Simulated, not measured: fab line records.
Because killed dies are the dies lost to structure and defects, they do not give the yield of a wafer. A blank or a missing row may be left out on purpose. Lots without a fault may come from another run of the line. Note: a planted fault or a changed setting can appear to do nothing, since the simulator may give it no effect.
Which tool did it? | flow nandHarc | 18 wafers from 6 lots sampled at 2 of the route's 1302 steps

== WHAT THE GAUGES SHOWED, per wafer ==
NHARC_P_ZERO_WELL_CD_MEAS_52: the cd target is 2000 nm.
lot  | measured     | on       | cdNm (nm)
L762 | day 2 21:30  | cdSem-02 | 2000.8 1998.5 1999.9
L764 | day 3 17:55  | cdSem-03 | 2004.7 2005.3 2004.0
L766 | day 4 13:59  | cdSem-02 | 1996.9 1996.1 1998.0
L776 | day 8 17:38  | cdSem-03 | 2003.0 1997.1 1999.5
L780 | day 10 09:54 | cdSem-01 | 2001.1 2001.8 2001.4
L782 | day 11 05:51 | cdSem-03 | 1998.8 1999.6 1996.0

== WHAT TOOL EACH LOT RAN ON (gives the tool, then ch and the chambers of the sampled wafers, and finally the start) ==
lot  | NHARC_P_ZERO_WELL_EXPOSE_49
L762 | krfScanner-03 ch 0, day 2 21:21
L764 | krfScanner-03 ch 0, day 3 17:46
L766 | krfScanner-02 ch 0, day 4 13:50
L776 | krfScanner-01 ch 0, day 8 17:29
L780 | krfScanner-01 ch 0, day 10 09:45
L782 | krfScanner-01 ch 0, day 11 05:41
- NHARC_P_ZERO_WELL_EXPOSE_49: exposes mask P HVPW, target cd 2000 nm.

== THE ANSWER, worked out from the rows above alone ==
Rule: usual is defined by the lots themselves. The widest of any qualifying gaps counts: lots, ordered by their means at a reading, are off when they make up no more than a third of the lots, leave a main group of 4 or more, and stand apart from it by 3 or more times the standard deviation of that group's means. A main group is skipped when, at the precision printed for the reading in the tables above, its means are all equal. A lot without any number at a reading at which 4 lots or more have one is off too. Any other lot the step has rows for is counted as sound.
No lot is off on any of the readings shown, so nothing can be concluded from this.

== WHAT THE SIMULATOR HAD PUT IN ==
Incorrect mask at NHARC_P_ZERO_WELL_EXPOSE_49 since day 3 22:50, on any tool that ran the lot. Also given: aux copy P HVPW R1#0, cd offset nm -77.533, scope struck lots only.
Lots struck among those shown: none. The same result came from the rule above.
